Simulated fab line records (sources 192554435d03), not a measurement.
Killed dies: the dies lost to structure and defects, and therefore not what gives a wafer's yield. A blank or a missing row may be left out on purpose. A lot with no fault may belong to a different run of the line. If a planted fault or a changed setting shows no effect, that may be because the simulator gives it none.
fab line records | flow n5Finfet
record: lots: 11 | wafers: 31 | lastDay: 17
route steps=1938 shown PMOS_HMC_CHANNEL_EPI@70 FIN_SAQP@97 BEOL_M4@1111
lots with no fault: from the same line, run without faults
startH: start of the lot's first displayed wafer, in hours after the record's first day | waitH: time in hours since the lot's previous step | " identical to the entry in the row above | L1.1+2: one row covering several wafers at once | - value missing, or start not given | * or withheld: withheld | < > ~ a bound
route shown NAME@n: NAME is a module with steps in the file, n the number in the route of the first one | usual: mean and standard deviation over wafers with no fault | same: alike in all rows | chamber/n: place in a boat | sites: readings site by site | _std_site: standard deviation of those values | _edge_site: mean of outer sites minus mean of inner sites | radiusMm: for every site, how far away it sits from the centre of the wafer | mask NAME#n: copy n | behind: the most recent tool/chamber to have shaped the wafer | hold: why the lot was held/for how many hours/how that ended | device: whichever transistor did not switch (one of n, p or np) | end of line: tests of these same wafers at the route's end | for a step that has no rows: nothing shown but its recipe | killed: count of dies lost to structure and defects at first sort (not the wafer's yield) | map: a wafer's dies, marking killed ones x, the rest . and places with no die _
set.NAME: the setting the step ran with; set.NAME@STEP: the setting that earlier step ran with | model.NAME: the simulator's own value behind a step, which no gauge read
route steps across a sampled set of lots; one table per step, one row per wafer
services: a tool's chamber out of use, with start hour (startH, from the record's first day; less than 0 if before it), hours out, and reason
== steps ==
step: N5_PMOS_HMC_CHANNEL_EPI_HM_OPEN_15
recipe: chemistry: CHF3/O2 | target: SiO2 | maskMaterial: CAR-ArF-block | targetDepthA: 406 | CHF3_flow_sccm: 50 | O2_flow_sccm: 5 | Ar_flow_sccm: 200 | timeS: 20.3 | pressureMtorr: 30 | sourceW: 650 | biasW: 170 | ionEnergyEv: 200
usual: drypumpMotorCurrentA: 5.84/0.22 | oesProductAu: 0.77/0.071 | rfVppV: 520/8.7 | showerheadPlenumPTorr: 2.39/0.078 | throttleValvePct: 19.03/0.17
lot.wafer | tool       | chamber | startH | waitH | drypumpMotorCurrentA | oesProductAu | rfHoursCounterH | rfVppV | showerheadPlenumPTorr | throttleValvePct
L187.1    | rieDiel-05 | 3       | 18.08  | 0.0   | 6.00                 | 0.79         | 101             | 519    | 2.35                  | 19.08
L187.4    | "          | 1       | "      | "     | 5.69                 | 0.71         | 192             | 512    | 2.40                  | 18.90
L187.6    | "          | 3       | "      | "     | 6.00                 | 0.79         | -               | 520    | 2.35                  | 19.08
L188.1    | rieDiel-05 | 3       | 23.48  | 0.0   | 6.00                 | 0.79         | 103             | 520    | 2.35                  | 19.09
L188.2    | "          | 1       | "      | "     | 5.67                 | 0.71         | 194             | 512    | 2.40                  | 18.91
L188.4    | "          | 2       | "      | "     | 5.79                 | 0.96         | 10              | 507    | 2.58                  | 18.97
L189.1    | rieDiel-03 | 3       | 30.29  | 0.0   | 5.79                 | 0.71         | 209             | 529    | 2.31                  | 19.02
L189.3    | "          | 0       | "      | "     | 6.27                 | 0.76         | 133             | 538    | 2.41                  | 19.08
L189.5    | "          | 1       | "      | "     | 5.58                 | 0.79         | -               | 516    | 2.34                  | 18.96
L199.3    | rieDiel-03 | 3       | 89.89  | 0.0   | 5.81                 | 0.70         | 225             | 531    | 2.30                  | 19.06
L199.4    | "          | 1       | "      | "     | 5.57                 | 0.78         | 142             | 516    | 2.33                  | 18.99
L199.6    | "          | 3       | "      | "     | 5.80                 | 0.70         | -               | 530    | 2.30                  | 19.04
L200.1    | rieDiel-05 | 0       | 96.16  | 0.0   | 5.79                 | 0.71         | 201             | 520    | 2.39                  | 19.30
L200.2    | "          | 3       | "      | "     | 5.99                 | 0.77         | 126             | 520    | 2.34                  | 19.11
L201.3    | rieDiel-04 | 2       | 102.04 | 0.0   | 5.60                 | 0.70         | 230             | 519    | 2.30                  | 19.02
L201.6    | "          | 2       | "      | "     | 5.62                 | 0.70         | -               | 520    | 2.30                  | 19.03
L203.2    | rieDiel-05 | 3       | 113.54 | 0.0   | 6.00                 | 0.76         | 130             | 519    | 2.34                  | 19.14
L203.5    | "          | 0       | "      | "     | 5.81                 | 0.71         | -               | 519    | 2.39                  | 19.30
L203.6    | "          | 1       | "      | "     | 5.67                 | 0.70         | -               | 512    | 2.39                  | 18.96
L204.1    | rieDiel-05 | 0       | 119.89 | 0.0   | 5.80                 | 0.70         | 208             | 518    | 2.39                  | 19.30
L204.4    | "          | 3       | "      | "     | 6.00                 | 0.76         | 133             | 520    | 2.34                  | 19.13
L204.5    | "          | 3       | "      | "     | 6.02                 | 0.75         | -               | 517    | 2.34                  | 19.14
L207.2    | rieDiel-05 | 3       | 137.85 | 0.0   | 6.00                 | 0.76         | 138             | 519    | 2.33                  | 19.14
L207.3    | "          | 2       | "      | "     | 5.78                 | 0.89         | 45              | 505    | 2.57                  | 19.06
L207.6    | "          | 0       | "      | "     | 5.82                 | 0.69         | -               | 519    | 2.39                  | 19.32
L208.1    | rieDiel-04 | 2       | 143.37 | 0.0   | 5.63                 | 0.69         | 243             | 520    | 2.29                  | 19.04
L208.2    | "          | 3       | "      | "     | 6.22                 | 0.75         | 165             | 521    | 2.41                  | 19.19
L208.3    | "          | 1       | "      | "     | 6.00                 | 0.86         | 67              | 517    | 2.35                  | 18.64
L209.1    | rieDiel-05 | 0       | 150.06 | 0.0   | 5.82                 | 0.69         | 217             | 519    | 2.38                  | 19.32
L209.4    | "          | 3       | "      | "     | 6.01                 | 0.75         | 141             | 518    | 2.33                  | 19.14
L209.5    | "          | 1       | "      | "     | 5.68                 | 0.69         | -               | 512    | 2.39                  | 18.95
step: N5_FIN_SAQP_THK_MEAS_05
usual: thkNm: 37.9/0.5
lot.wafer | tool         | chamber | startH | waitH | thkNm
L187.1    | filmMetro-02 | -       | 22.69  | 0.1   | 37.2
L187.4    | "            | -       | "      | "     | 38.0
L187.6    | "            | -       | "      | "     | 38.0
L188.1    | filmMetro-01 | -       | 27.71  | 0.1   | 36.3
L188.2    | "            | -       | "      | "     | 36.6
L188.4    | "            | -       | "      | "     | 37.0
L189.1    | filmMetro-02 | -       | 33.79  | 0.1   | 37.1
L189.3    | "            | -       | "      | "     | 37.5
L189.5    | "            | -       | "      | "     | 37.9
L199.3    | filmMetro-02 | -       | 93.48  | 0.1   | 38.2
L199.4    | "            | -       | "      | "     | 38.6
L199.6    | "            | -       | "      | "     | 39.0
L200.1    | filmMetro-01 | -       | 99.59  | 0.1   | 37.7
L200.2    | "            | -       | "      | "     | 37.2
L201.3    | filmMetro-01 | -       | 105.33 | 0.1   | 37.9
L201.6    | "            | -       | "      | "     | 38.6
L203.2    | filmMetro-02 | -       | 117.07 | 0.1   | 38.0
L203.5    | "            | -       | "      | "     | 38.1
L203.6    | "            | -       | "      | "     | 38.4
L204.1    | filmMetro-02 | -       | 123.51 | 0.1   | 38.2
L204.4    | "            | -       | "      | "     | 38.8
L204.5    | "            | -       | "      | "     | 38.6
L207.2    | filmMetro-01 | -       | 141.27 | 0.1   | 37.6
L207.3    | "            | -       | "      | "     | 37.6
L207.6    | "            | -       | "      | "     | 37.9
L208.1    | filmMetro-02 | -       | 147.27 | 0.1   | 37.9
L208.2    | "            | -       | "      | "     | 37.4
L208.3    | "            | -       | "      | "     | 37.2
L209.1    | filmMetro-02 | -       | 153.75 | 0.1   | 37.5
L209.4    | "            | -       | "      | "     | 38.3
L209.5    | "            | -       | "      | "     | 38.6
step: N5_FIN_SAQP_THK_MEAS_07
usual: thkNm: 59.8/0.7
lot.wafer | tool         | chamber | startH | waitH | thkNm
L187.1    | filmMetro-02 | -       | 22.89  | 0.1   | 59.6
L187.4    | "            | -       | "      | "     | 60.4
L187.6    | "            | -       | "      | "     | 60.6
L188.1    | filmMetro-01 | -       | 27.91  | 0.1   | 59.1
L188.2    | "            | -       | "      | "     | 60.6
L188.4    | "            | -       | "      | "     | 59.7
L189.1    | filmMetro-02 | -       | 33.99  | 0.1   | 60.4
L189.3    | "            | -       | "      | "     | 59.5
L189.5    | "            | -       | "      | "     | 60.7
L199.3    | filmMetro-01 | -       | 93.69  | 0.1   | 60.3
L199.4    | "            | -       | "      | "     | 60.6
L199.6    | "            | -       | "      | "     | 60.2
L200.1    | filmMetro-01 | -       | 99.80  | 0.1   | 58.4
L200.2    | "            | -       | "      | "     | 59.9
L201.3    | filmMetro-02 | -       | 105.54 | 0.1   | 59.2
L201.6    | "            | -       | "      | "     | 60.1
L203.2    | filmMetro-02 | -       | 117.28 | 0.1   | 59.1
L203.5    | "            | -       | "      | "     | 60.0
L203.6    | "            | -       | "      | "     | 60.3
L204.1    | filmMetro-01 | -       | 123.76 | 0.1   | 59.8
L204.4    | "            | -       | "      | "     | 59.8
L204.5    | "            | -       | "      | "     | 60.3
L207.2    | filmMetro-01 | -       | 141.48 | 0.1   | 59.5
L207.3    | "            | -       | "      | "     | 58.8
L207.6    | "            | -       | "      | "     | 60.1
L208.1    | filmMetro-01 | -       | 147.47 | 0.1   | 59.6
L208.2    | "            | -       | "      | "     | 60.0
L208.3    | "            | -       | "      | "     | 59.5
L209.1    | filmMetro-01 | -       | 153.95 | 0.1   | 59.9
L209.4    | "            | -       | "      | "     | 60.0
L209.5    | "            | -       | "      | "     | 61.2
step: N5_FIN_SAQP_COAT_49
recipe: resist: SOC | tempC: 250 | timeS: 60 | spinRpm: 1500 | resistThkNm: 100
usual: heaterPowerTotalW: 500.4/1.9 | runLengthS: 66.15/0.15
lot.wafer | tool          | chamber | startH | waitH | heaterPowerTotalW | runLengthS
L187.1    | lithoTrack-01 | 0       | 23.01  | 0.1   | 503.2             | 66.12
L187.4    | "             | 0       | "      | "     | 498.0             | 66.17
L187.6    | "             | 0       | "      | "     | 500.0             | 66.15
L188.1    | lithoTrack-04 | 0       | 28.03  | 0.1   | 498.1             | 66.47
L188.2    | "             | 0       | "      | "     | 502.3             | 66.15
L188.4    | "             | 0       | "      | "     | 502.8             | 65.99
L189.1    | lithoTrack-01 | 0       | 34.11  | 0.1   | 501.5             | 66.19
L189.3    | "             | 0       | "      | "     | 499.6             | 66.10
L189.5    | "             | 0       | "      | "     | 502.9             | 66.16
L199.3    | lithoTrack-01 | 0       | 93.80  | 0.1   | 523.5             | 61.86
L199.4    | "             | 0       | "      | "     | 502.0             | 66.12
L199.6    | "             | 0       | "      | "     | 498.7             | 66.09
L200.1    | lithoTrack-01 | 0       | 99.91  | 0.1   | 498.3             | 66.38
L200.2    | "             | 0       | "      | "     | 524.7             | 62.03
L201.3    | lithoTrack-01 | 0       | 105.65 | 0.1   | 524.9             | 62.03
L201.6    | "             | 0       | "      | "     | 499.5             | 66.31
L203.2    | lithoTrack-04 | 0       | 117.39 | 0.1   | 503.3             | 66.03
L203.5    | "             | 0       | "      | "     | 498.9             | 66.07
L203.6    | "             | 0       | "      | "     | 502.9             | 66.16
L204.1    | lithoTrack-03 | 0       | 123.88 | 0.1   | 498.6             | 65.82
L204.4    | "             | 0       | "      | "     | 498.7             | 65.83
L204.5    | "             | 0       | "      | "     | 500.5             | 65.95
L207.2    | lithoTrack-03 | 0       | 141.59 | 0.1   | 502.7             | 65.91
L207.3    | "             | 0       | "      | "     | 499.7             | 65.89
L207.6    | "             | 0       | "      | "     | 498.7             | 65.94
L208.1    | lithoTrack-03 | 0       | 147.59 | 0.1   | 502.9             | 66.05
L208.2    | "             | 0       | "      | "     | 497.5             | 65.99
L208.3    | "             | 0       | "      | "     | 497.5             | 65.96
L209.1    | lithoTrack-04 | 0       | 154.07 | 0.1   | 502.9             | 66.01
L209.4    | "             | 0       | "      | "     | 499.5             | 66.02
L209.5    | "             | 0       | "      | "     | 502.4             | 66.13
step: N5_BEOL_M4_RC_MEAS_101
usual: DIBL_N: 36.8/1.5 | DIBL_P: 37.1/2.1 | IOFF_N: 0.168/0.03 | IOFF_P: 0.22/0.034 | ION_N: 679/12 | ION_P: 466/8 | SS_N: 71.7/0.58 | SS_P: 73.5/0.67 | VT_N: 248.8/2.7 | VT_P: -250/3.3
lot.wafer | tool      | chamber | startH | waitH | DIBL_N[mV/V] | DIBL_P[mV/V] | IOFF_N[nA/um] | IOFF_P[nA/um] | ION_N[uA/um] | ION_P[uA/um] | SS_N[mV/dec] | SS_P[mV/dec] | VT_N[mV] | VT_P[mV]
L187.1    | prober-02 | 0       | 156.19 | 0.0   | 38.6         | 39.9         | 0.204         | 0.24          | 683          | 463          | 73.2         | 74.1         | 247.3    | -249
L187.4    | "         | 0       | "      | "     | 34.9         | 35.0         | 0.135         | 0.17          | 662          | 455          | 71.3         | 73.5         | 250.8    | -256
L187.6    | "         | 0       | "      | "     | 38.5         | 39.9         | 0.213         | 0.25          | 679          | 466          | 71.6         | 74.3         | 244.0    | -247
L188.1    | prober-01 | 0       | 170.64 | 0.0   | 37.6         | 39.4         | 0.203         | 0.29          | 694          | 475          | 71.2         | 74.3         | 245.8    | -247
L188.2    | "         | 0       | "      | "     | 37.3         | 37.8         | 0.181         | 0.25          | 679          | 466          | 71.3         | 73.5         | 249.1    | -248
L188.4    | "         | 0       | "      | "     | 38.0         | 39.2         | 0.197         | 0.28          | 679          | 470          | 71.7         | 74.9         | 247.4    | -246
L189.1    | prober-01 | 0       | 181.48 | 0.0   | 37.0         | 36.1         | 0.146         | 0.19          | 678          | 461          | 71.5         | 73.5         | 249.8    | -253
L189.3    | "         | 0       | "      | "     | 36.9         | 36.0         | 0.146         | 0.20          | 675          | 462          | 70.6         | 72.9         | 247.4    | -249
L189.5    | "         | 0       | "      | "     | 37.1         | 36.1         | 0.148         | 0.20          | 672          | 461          | 70.9         | 73.4         | 248.0    | -250
L199.3    | prober-02 | 0       | 240.63 | 0.3   | 37.1         | 39.3         | 0.176         | 0.24          | 677          | 463          | 72.4         | 73.6         | 250.6    | -246
L199.4    | "         | 0       | "      | "     | 36.8         | 40.2         | 0.175         | 0.27          | 670          | 463          | 72.5         | 74.6         | 249.6    | -246
L199.6    | "         | 0       | "      | "     | 37.4         | 40.5         | 0.181         | 0.27          | 674          | 466          | 72.5         | 74.3         | 247.8    | -246
L200.1    | prober-02 | 0       | 242.12 | 0.0   | 34.3         | 32.5         | 0.132         | 0.19          | 662          | 465          | 70.9         | 73.3         | 250.2    | -251
L200.2    | "         | 0       | "      | "     | 36.4         | 34.9         | 0.166         | 0.22          | 676          | 470          | 71.2         | 73.4         | 247.7    | -250
L201.3    | prober-02 | 0       | 246.82 | 0.3   | 41.2         | 40.8         | 0.240         | 0.32          | 677          | 468          | 72.2         | 76.2         | 245.5    | -248
L201.6    | "         | 0       | "      | "     | 35.5         | 32.9         | 0.124         | 0.18          | 657          | 455          | 71.1         | 72.4         | 253.3    | -249
L203.2    | prober-01 | 0       | 262.98 | 0.2   | 37.2         | 37.4         | 0.178         | 0.23          | 690          | 467          | 71.8         | 72.4         | 245.2    | -249
L203.5    | "         | 0       | "      | "     | 38.1         | 38.0         | 0.182         | 0.25          | 689          | 470          | 71.6         | 73.9         | 247.6    | -247
L203.6    | "         | 0       | "      | "     | 35.6         | 35.5         | 0.146         | 0.20          | 683          | 468          | 70.7         | 72.7         | 251.3    | -249
L204.1    | prober-01 | 0       | 269.38 | 0.0   | 35.7         | 36.8         | 0.139         | 0.22          | 681          | 472          | 71.1         | 73.4         | 252.4    | -251
L204.4    | "         | 0       | "      | "     | 33.8         | 33.9         | 0.118         | 0.17          | 674          | 468          | 70.9         | 72.4         | 253.6    | -252
L204.5    | "         | 0       | "      | "     | 37.9         | 39.5         | 0.169         | 0.27          | 676          | 471          | 71.7         | 73.9         | 244.6    | -246
L208.1    | prober-02 | 0       | 288.14 | 0.0   | 39.5         | 39.8         | 0.233         | 0.28          | 712          | 478          | 71.8         | 74.5         | 244.4    | -247
L208.2    | "         | 0       | "      | "     | 36.3         | 36.0         | 0.149         | 0.21          | 687          | 472          | 71.4         | 73.2         | 250.9    | -249
L208.3    | "         | 0       | "      | "     | 37.7         | 37.7         | 0.182         | 0.23          | 695          | 476          | 72.2         | 73.2         | 248.9    | -250
L207.2    | prober-02 | 0       | 294.62 | 0.2   | 38.9         | 37.8         | 0.177         | 0.19          | 678          | 460          | 72.3         | 73.9         | 247.2    | -256
L207.3    | "         | 0       | "      | "     | 36.8         | 35.5         | 0.135         | 0.17          | 675          | 459          | 70.8         | 73.3         | 254.0    | -256
L207.6    | "         | 0       | "      | "     | 38.6         | 36.7         | 0.174         | 0.18          | 683          | 462          | 72.4         | 73.7         | 249.3    | -257
L209.1    | prober-02 | 0       | 296.59 | 0.0   | 33.4         | 33.0         | 0.126         | 0.19          | 679          | 469          | 71.3         | 72.9         | 252.8    | -251
L209.4    | "         | 0       | "      | "     | 34.7         | 34.8         | 0.147         | 0.22          | 681          | 472          | 71.5         | 73.4         | 252.4    | -247
L209.5    | "         | 0       | "      | "     | 36.5         | 36.2         | 0.164         | 0.26          | 678          | 474          | 72.4         | 73.0         | 248.7    | -246
== services ==
tool          | chamber | startH | hours | kind
rieDiel-05    | 1       | 5.36   | 3.1   | repair
lithoTrack-03 | -       | 67.12  | -     | consumableReplace:filter
rieDiel-05    | -       | 97.29  | 2.8   | pm
== key ==
firstSign: step: N5_FIN_SAQP_COAT_49 | reading: runLengthS | direction: down | sigmas: 28 | usual: * | struck: *
effect: step: N5_FIN_SAQP_COAT_49 | reading: heaterPowerTotalW | direction: up | sigmas: 12 | usual: * | struck: *
metAt N5_FIN_SAQP_COAT_49
struckLots L199,L200,L201
struckWafers L199.3,L200.2,L201.3
notActingAt N5_PMOS_HMC_CHANNEL_EPI_HM_OPEN_15,N5_FIN_SAQP_THK_MEAS_05,N5_FIN_SAQP_THK_MEAS_07
onsetBetween 34.11 93.80
fault: kind: processParameterDrift | tool: lithoTrack-01 | chamber: - | onsetH: 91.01 | steps: N5_FIN_SAQP_COAT_49 | channel: timeS | offset: * | shape: step | endH: 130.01 | scope: struckWafersOnly | actsIn: * | stated: *
